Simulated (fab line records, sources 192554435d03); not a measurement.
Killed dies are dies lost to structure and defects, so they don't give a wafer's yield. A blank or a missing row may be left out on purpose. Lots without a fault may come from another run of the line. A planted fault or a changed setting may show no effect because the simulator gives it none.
Which tool did it? | flow n5_finfet | 22 lots, 66 wafers sampled, at 4 steps of a route of 1938

WHAT THE GAUGES READ, wafer by wafer
N5_HKMG_FIN_INSPECT_28: inspects for defects (darkfield).
lot  | measured     | on                | raw_defect_count
L074 | day 4 10:37  | defect_inspect-02 | 43 47 33
L077 | day 5 01:45  | defect_inspect-01 | 54 60 30
L078 | day 5 11:20  | defect_inspect-02 | 30 62 24
L079 | day 5 16:34  | defect_inspect-02 | 41 12 27
L080 | day 5 23:37  | defect_inspect-02 | 37 32 45
L081 | day 6 02:17  | defect_inspect-02 | 47 55 48
L082 | day 6 11:57  | defect_inspect-01 | 30 29 77
L083 | day 6 16:48  | defect_inspect-02 | 36 32 22
L084 | day 6 18:45  | defect_inspect-02 | 22 24 23
L085 | day 7 02:29  | defect_inspect-02 | 30 14 32
L086 | day 7 07:08  | defect_inspect-02 | 37 46 30
L087 | day 7 12:33  | defect_inspect-01 | 40 45 36
L088 | day 7 18:59  | defect_inspect-02 | 18 21 39
L089 | day 8 02:01  | defect_inspect-02 | 19 70 42
L090 | day 8 06:35  | defect_inspect-01 | 26 29 33
L091 | day 8 14:21  | defect_inspect-01 | 55 38 32
L092 | day 8 19:43  | defect_inspect-01 | 34 36 30
L093 | day 9 04:26  | defect_inspect-02 | 56 28 43
L094 | day 9 08:59  | defect_inspect-02 | 82 44 51
L095 | day 9 12:24  | defect_inspect-01 | 13 31 28
L096 | day 10 01:59 | defect_inspect-02 | 39 39 68
L097 | day 10 08:37 | defect_inspect-01 | 24 16 34

N5_MOL_CONTACT_COAG_CD_MEAS_08: target cd 28 nm.
lot  | measured     | on        | cd_nm (nm)
L074 | day 4 18:44  | cd_sem-03 | 27.75 27.97 27.56
L077 | day 5 09:19  | cd_sem-01 | 27.41 27.83 28.22
L078 | day 5 19:16  | cd_sem-03 | 27.68 27.80 27.78
L079 | day 6 00:16  | cd_sem-01 | 27.66 28.59 27.73
L080 | day 6 07:43  | cd_sem-02 | 27.92 27.61 27.95
L081 | day 6 09:44  | cd_sem-03 | 27.64 27.62 27.78
L082 | day 6 19:55  | cd_sem-02 | 27.47 27.67 27.90
L083 | day 7 00:33  | cd_sem-03 | 28.23 27.80 27.51
L084 | day 7 02:07  | cd_sem-01 | 27.72 27.63 27.95
L085 | day 7 10:25  | cd_sem-03 | 28.31 28.18 27.93
L086 | day 7 15:38  | cd_sem-03 | 27.54 27.26 27.94
L087 | day 7 20:56  | cd_sem-01 | 28.07 27.33 27.92
L088 | day 8 02:58  | cd_sem-02 | 27.65 27.75 28.07
L089 | day 8 09:38  | cd_sem-03 | 28.15 27.98 27.60
L090 | day 8 14:46  | cd_sem-03 | 28.16 27.92 27.64
L091 | day 8 21:50  | cd_sem-03 | 27.77 27.97 27.96
L092 | day 9 03:13  | cd_sem-01 | 28.34 27.92 28.10
L093 | day 9 12:24  | cd_sem-01 | 27.85 27.53 27.97
L094 | day 9 16:37  | cd_sem-03 | 27.84 27.73 27.40
L095 | day 9 20:17  | cd_sem-03 | 28.08 27.97 27.78
L096 | day 10 09:54 | cd_sem-02 | 27.61 28.20 27.47
L097 | day 10 16:17 | cd_sem-02 | 27.96 28.45 28.06

WHICH TOOL RAN EACH LOT (tool, then ch and the chambers of the sampled wafers, then the start)
lot  | N5_HKMG_FIN_ALD_91                  | N5_HKMG_FIN_ETCH_86
L074 | ald_metal-01 ch 0,3, day 4 07:03    | rie_diel-04 ch 0,1,3, day 4 07:24
L077 | ald_metal-02 ch 0,3, day 4 22:11    | rie_diel-05 ch 1,2, day 4 22:35
L078 | ald_metal-03 ch 0,2, day 5 07:41    | rie_diel-05 ch 1,2,3, day 5 08:02
L079 | ald_metal-03 ch 2,3, day 5 12:59    | rie_diel-06 ch 2,3, day 5 13:25
L080 | ald_metal-03 ch 0,1, day 5 20:07    | rie_diel-04 ch 1,3, day 5 20:27
L081 | ald_metal-01 ch 0,2, day 5 22:53    | rie_diel-04 ch 0,1,2, day 5 23:14
L082 | ald_metal-03 ch 0,2,3, day 6 08:19  | rie_diel-04 ch 0,2,3, day 6 08:40
L083 | ald_metal-03 ch 0,1,2, day 6 12:52  | rie_diel-06 ch 0,2,3, day 6 13:23
L084 | ald_metal-02 ch 0,3, day 6 15:12    | rie_diel-05 ch 0,1,2, day 6 15:32
L085 | ald_metal-01 ch 0,1,3, day 6 23:02  | rie_diel-04 ch 1,2, day 6 23:24
L086 | ald_metal-03 ch 0,2,3, day 7 03:44  | rie_diel-04 ch 0,1,3, day 7 04:04
L087 | ald_metal-03 ch 1,2, day 7 09:10    | rie_diel-06 ch 2,3, day 7 09:29
L088 | ald_metal-03 ch 0,1,3, day 7 15:22  | rie_diel-06 ch 0,3, day 7 15:42
L089 | ald_metal-03 ch 0,1, day 7 22:37    | rie_diel-04 ch 0,1,3, day 7 22:59
L090 | ald_metal-03 ch 1,3, day 8 03:00    | rie_diel-04 ch 1,3, day 8 03:28
L091 | ald_metal-02 ch 0,1,3, day 8 10:43  | rie_diel-04 ch 0,1,3, day 8 11:04
L092 | ald_metal-02 ch 0,1,2, day 8 16:19  | rie_diel-04 ch 1,2,3, day 8 16:39
L093 | ald_metal-01 ch 0,2,3, day 9 00:55  | rie_diel-05 ch 0,1,2, day 9 01:17
L094 | ald_metal-01 ch 0,2,3, day 9 05:19  | rie_diel-06 ch 1,2, day 9 05:45
L095 | ald_metal-02 ch 0,1,3, day 9 08:52  | rie_diel-06 ch 1,2,3, day 9 09:13
L096 | ald_metal-01 ch 1,2,3, day 9 22:28  | rie_diel-04 ch 0,2,3, day 9 22:48
L097 | ald_metal-03 ch 0,1,2, day 10 04:48 | rie_diel-05 ch 0,1,2, day 10 05:09
- N5_HKMG_FIN_ALD_91: deposits TiN, target thk 1 nm, pulse time 1 s, purge time 3 s.
- N5_HKMG_FIN_ETCH_86: etches SOC in N2/H2, stops on TiN, target depth 393.2 nm.

WHAT THE TOOLS THEMSELVES READ (means of the sampled wafers that have a number; where no wafer has one, the mark that the record gives instead)
N5_HKMG_FIN_ALD_91.
lot  | tool         | heater_power_w (W) | precursor_pulse_height_rel
L074 | ald_metal-01 | 830                | 1.000
L077 | ald_metal-02 | 802                | 1.017
L078 | ald_metal-03 | 793                | 1.009
L079 | ald_metal-03 | 765                | 1.007
L080 | ald_metal-03 | 922                | 0.980
L081 | ald_metal-01 | 807                | 1.026
L082 | ald_metal-03 | 823                | 1.000
L083 | ald_metal-03 | 852                | 1.013
L084 | ald_metal-02 | 858                | 1.002
L085 | ald_metal-01 | 804                | 0.991
L086 | ald_metal-03 | 837                | 0.996
L087 | ald_metal-03 | 773                | 1.005
L088 | ald_metal-03 | 951                | 1.003
L089 | ald_metal-03 | 916                | 0.989
L090 | ald_metal-03 | 996                | 1.017
L091 | ald_metal-02 | 803                | 0.981
L092 | ald_metal-02 | 768                | 0.994
L093 | ald_metal-01 | 800                | 1.005
L094 | ald_metal-01 | 797                | 0.996
L095 | ald_metal-02 | 793                | 0.994
L096 | ald_metal-01 | 785                | 0.986
L097 | ald_metal-03 | 852                | 1.016

N5_HKMG_FIN_ETCH_86.
lot  | tool        | drypump_motor_current_A (A) | h2_flow_sccm (sccm) | oes_product_au (a.u.) | rf_vpp_V (V) | showerhead_plenum_p_Torr (Torr) | throttle_valve_pct (%)
L074 | rie_diel-04 | 6.3                         | 199.4               | 0.76                  | 241.0        | 2.58                            | 18.06
L077 | rie_diel-05 | 5.3                         | 200.4               | 0.76                  | 240.3        | 2.47                            | 17.96
L078 | rie_diel-05 | 5.6                         | 199.7               | 0.76                  | 240.5        | 2.54                            | 17.89
L079 | rie_diel-06 | 5.6                         | 199.6               | 0.82                  | 241.5        | 2.62                            | 17.69
L080 | rie_diel-04 | 6.0                         | 199.6               | 0.73                  | 241.2        | 2.56                            | 18.25
L081 | rie_diel-04 | 6.1                         | 200.0               | 0.70                  | 241.6        | 2.59                            | 18.04
L082 | rie_diel-04 | 6.2                         | 199.9               | 0.73                  | 241.6        | 2.53                            | 17.99
L083 | rie_diel-06 | 5.7                         | 199.7               | 0.77                  | 240.6        | 2.60                            | 17.87
L084 | rie_diel-05 | 5.2                         | 199.5               | 0.75                  | 239.7        | 2.47                            | 17.90
L085 | rie_diel-04 | 5.8                         | 199.1               | 0.69                  | 241.6        | 2.57                            | 18.22
L086 | rie_diel-04 | 6.3                         | 200.0               | 0.74                  | 240.4        | 2.57                            | 18.12
L087 | rie_diel-06 | 5.6                         | 199.6               | 0.80                  | 242.1        | 2.62                            | 17.72
L088 | rie_diel-06 | 6.1                         | 200.3               | 0.72                  | 241.0        | 2.53                            | 18.09
L089 | rie_diel-04 | 6.3                         | 199.7               | 0.73                  | 240.4        | 2.56                            | 18.12
L090 | rie_diel-04 | 6.1                         | 200.4               | 0.74                  | 240.1        | 2.50                            | 18.22
L091 | rie_diel-04 | 6.3                         | 199.7               | 0.73                  | 240.3        | 2.56                            | 18.12
L092 | rie_diel-04 | 5.9                         | 199.7               | 0.81                  | 240.5        | 2.51                            | 18.05
L093 | rie_diel-05 | 5.2                         | 199.5               | 0.82                  | 241.4        | 2.57                            | 17.80
L094 | rie_diel-06 | 5.0                         | 200.1               | 0.75                  | 241.1        | 2.62                            | 17.74
L095 | rie_diel-06 | 5.3                         | 199.9               | 0.76                  | 241.6        | 2.58                            | 17.79
L096 | rie_diel-04 | 6.2                         | 200.7               | 0.81                  | 239.6        | 2.52                            | 17.88
L097 | rie_diel-05 | 5.2                         | 199.8               | 0.91                  | 243.5        | 2.67                            | 17.69

THE ANSWER, worked out from the rows above alone
Rule: what is usual is taken from the lots themselves. Put in order of their means at a reading, lots are off if they are a third of the lots or fewer, leave a main group of 4 or more, and stand apart from it by a gap of 3 or more times the standard deviation of the main group's means; of several such gaps the widest counts. A main group whose means are all the same, to the digits that the tables above print for the reading, isn't used. A lot without any number at a reading at which 4 lots or more have one is off too. The other lots that the step has rows for count as sound. The gauges are gone through in route order, then the tools' own readings, and for those a lot's mean is taken as printed above. The first step at which some lot is off is used, and at that step the reading that is off furthest; a lot without a number counts as furthest.
No lot is off at any reading shown: from this, nothing can be told.

WHAT THE SIMULATOR HAD PUT IN
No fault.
